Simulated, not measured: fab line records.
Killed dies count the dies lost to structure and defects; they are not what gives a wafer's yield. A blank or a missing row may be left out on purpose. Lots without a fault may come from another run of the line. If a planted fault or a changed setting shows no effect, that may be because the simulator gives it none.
Which of the tools did it? | flow n5 finfet | 30 wafers from 10 lots sampled at 4 of the route's 1938 steps

== WHAT THE GAUGES SHOWED, per wafer ==
N5_BEOL_M4_INSPECT_59: inspects for defects (darkfield).
lot  | measured     | on                | raw defect count
L729 | day 8 01:44  | defect inspect-02 | 93 66 59
L731 | day 8 21:05  | defect inspect-01 | 55 76 77
L732 | day 8 19:31  | defect inspect-01 | 66 84 55
L733 | day 9 01:25  | defect inspect-02 | 58 119 44
L736 | day 10 11:19 | defect inspect-02 | 56 85 49
L737 | day 10 15:40 | defect inspect-01 | 102 108 74
L738 | day 10 18:26 | defect inspect-01 | 60 60 72
L746 | day 12 20:42 | defect inspect-02 | 97 74 87
L747 | day 13 01:29 | defect inspect-02 | 92 38 53
L748 | day 13 05:13 | defect inspect-02 | 86 54 55

N5_BEOL_M4_RC_MEAS_101.
lot  | measured     | on        | DIBL_N (mV/V)  | DIBL_P (mV/V)  | IGATE_N (nA/um)      | IGATE_P (nA/um)      | IOFF_N (nA/um)    | IOFF_P (nA/um)    | ION_N (uA/um) | ION_P (uA/um) | SS_N (mV/dec)  | SS_P (mV/dec)  | VT_N (mV)         | VT_P (mV)
L729 | day 8 02:04  | prober-02 | 34.0 33.7 33.8 | 33.8 33.7 33.5 | 0.0130 0.0136 0.0115 | 0.0038 0.0040 0.0034 | 0.133 0.128 0.129 | 0.171 0.170 0.167 | 662 672 662   | 449 464 456   | 71.7 71.9 71.2 | 72.9 73.1 72.6 | 250.9 254.0 252.7 | -255.2 -254.0 -255.0
L731 | day 8 21:16  | prober-02 | 37.6 38.4 35.2 | 37.2 38.5 34.9 | 0.0141 0.0123 0.0133 | 0.0043 0.0037 0.0040 | 0.164 0.181 0.134 | 0.216 0.235 0.184 | 681 684 681   | 468 468 466   | 71.6 72.1 71.5 | 73.5 73.9 73.4 | 250.3 248.3 252.3 | -249.2 -249.2 -253.5
L732 | day 8 19:33  | prober-01 | 36.1 35.2 34.5 | 37.1 35.6 35.4 | 0.0129 0.0128 0.0137 | 0.0039 0.0038 0.0040 | 0.179 0.158 0.144 | 0.224 0.199 0.200 | 685 682 669   | 463 461 465   | 71.1 71.2 71.1 | 73.4 73.2 73.5 | 247.2 248.8 252.7 | -246.5 -250.6 -250.5
L733 | day 9 01:45  | prober-01 | 35.5 35.4 35.1 | 35.7 34.5 34.4 | 0.0124 0.0141 0.0134 | 0.0038 0.0044 0.0041 | 0.139 0.133 0.133 | 0.213 0.200 0.200 | 673 656 663   | 460 459 461   | 72.1 71.7 71.3 | 73.3 72.9 72.8 | 251.8 253.1 249.9 | -249.5 -248.3 -248.9
L736 | day 10 11:20 | prober-01 | 35.2 36.0 36.5 | 35.5 35.5 36.9 | 0.0122 0.0134 0.0159 | 0.0035 0.0039 0.0047 | 0.131 0.134 0.146 | 0.189 0.192 0.214 | 672 668 676   | 461 463 465   | 71.0 71.3 71.0 | 73.0 72.4 73.2 | 251.7 250.1 249.3 | -250.1 -248.9 -249.1
L737 | day 10 15:41 | prober-02 | 35.2 35.0 36.8 | 34.1 35.0 36.7 | 0.0129 0.0140 0.0120 | 0.0038 0.0041 0.0036 | 0.136 0.151 0.176 | 0.174 0.192 0.218 | 662 672 679   | 452 460 462   | 71.4 71.7 71.6 | 72.9 73.4 74.1 | 253.5 252.1 247.8 | -250.5 -250.9 -250.6
L738 | day 10 18:28 | prober-01 | 36.3 37.7 34.9 | 35.6 37.2 33.8 | 0.0110 0.0129 0.0114 | 0.0033 0.0039 0.0034 | 0.127 0.162 0.116 | 0.182 0.205 0.165 | 662 672 664   | 455 460 455   | 71.1 71.3 70.9 | 72.7 74.0 72.9 | 252.8 249.4 253.7 | -253.7 -252.9 -253.3
L746 | day 12 20:43 | prober-02 | 35.5 36.6 34.9 | 36.1 36.9 35.4 | 0.0188 0.0110 0.0121 | 0.0056 0.0032 0.0036 | 0.134 0.141 0.122 | 0.175 0.189 0.162 | 671 667 659   | 458 456 453   | 70.8 71.6 70.7 | 73.5 73.5 72.5 | 250.8 252.9 253.9 | -252.8 -256.0 -256.0
L747 | day 13 01:31 | prober-01 | 34.9 33.7 36.5 | 34.9 32.6 36.5 | 0.0179 0.0163 0.0109 | 0.0053 0.0048 0.0032 | 0.143 0.115 0.167 | 0.189 0.156 0.208 | 679 670 680   | 467 458 468   | 71.7 71.2 72.3 | 72.5 72.7 73.0 | 249.9 252.8 248.5 | -252.8 -253.0 -249.7
L748 | day 13 05:14 | prober-02 | 38.8 38.5 36.1 | 38.7 38.0 35.9 | 0.0116 0.0126 0.0129 | 0.0035 0.0039 0.0039 | 0.206 0.195 0.144 | 0.234 0.228 0.182 | 693 696 675   | 465 471 458   | 72.0 71.5 71.0 | 74.5 74.8 73.2 | 246.4 247.9 250.5 | -251.8 -251.2 -255.0

== WHAT TOOL EACH LOT RAN ON (gives the tool, then ch and the chambers of the sampled wafers, and finally the start) ==
lot  | N5_HKMG_FIN_IL_REGROW_00        | N5_BEOL_M4_ANNEAL_95
L729 | ald hk-02 ch 0,2,3, day 4 05:53 | pvd sputter-01, day 8 00:18
L731 | ald hk-02 ch 0,2, day 4 18:41   | pvd sputter-02, day 8 19:51
L732 | ald hk-02 ch 1,3, day 4 23:52   | pvd sputter-03, day 8 18:14
L733 | ald hk-03 ch 0,1,2, day 5 05:43 | pvd sputter-01, day 8 23:56
L736 | ald hk-03 ch 1,2,3, day 5 23:38 | pvd sputter-01, day 10 10:03
L737 | ald hk-02 ch 1,2,3, day 6 05:26 | pvd sputter-03, day 10 13:55
L738 | ald hk-02 ch 1,2,3, day 6 13:49 | pvd sputter-02, day 10 17:09
L746 | ald hk-02 ch 0,3, day 8 10:31   | pvd sputter-01, day 12 19:29
L747 | ald hk-02 ch 0,1, day 8 17:07   | pvd sputter-03, day 13 00:16
L748 | ald hk-01 ch 0,1,3, day 8 23:47 | pvd sputter-01, day 13 04:00
- N5_HKMG_FIN_IL_REGROW_00: material SiO2, chemistry O3, target thk 0.75 nm, time 30 s.
- N5_BEOL_M4_ANNEAL_95: time 240 s.

== WHAT THE TOOLS THEMSELVES READ (means of the sampled wafers that have a number; where no wafer has one, the mark that the record gives instead) ==
N5_BEOL_M4_ANNEAL_95.
lot  | tool           | heater power w (W) | susceptor temp C (C)
L729 | pvd sputter-01 | 897                | 400.04
L731 | pvd sputter-02 | 868                | 400.29
L732 | pvd sputter-03 | 849                | 399.96
L733 | pvd sputter-01 | 882                | 399.86
L736 | pvd sputter-01 | 827                | 399.93
L737 | pvd sputter-03 | 960                | 400.08
L738 | pvd sputter-02 | 819                | 400.08
L746 | pvd sputter-01 | 797                | 400.09
L747 | pvd sputter-03 | 859                | 399.82
L748 | pvd sputter-01 | 817                | 399.77

== THE ANSWER, worked out from the rows above alone ==
Rule: usual is defined by the lots themselves. The widest of any qualifying gaps counts: lots, ordered by their means at a reading, are off when they make up no more than a third of the lots, leave a main group of 4 or more, and stand apart from it by 3 or more times the standard deviation of that group's means. The tables above print the reading to a certain number of digits; a main group whose means all agree to those digits is not used. A lot without any number at a reading at which 4 lots or more have one is off too. The other lots that the step has rows for count as sound. The gauges are gone through in route order, then the tools' own readings, and for those a lot's mean is taken as printed above. The first step at which some lot is off is used, and at that step the reading that is off furthest; a lot without a number counts as furthest.
Nothing can be told from this: no lot is off at any reading shown.

== WHAT THE SIMULATOR PUT IN ==
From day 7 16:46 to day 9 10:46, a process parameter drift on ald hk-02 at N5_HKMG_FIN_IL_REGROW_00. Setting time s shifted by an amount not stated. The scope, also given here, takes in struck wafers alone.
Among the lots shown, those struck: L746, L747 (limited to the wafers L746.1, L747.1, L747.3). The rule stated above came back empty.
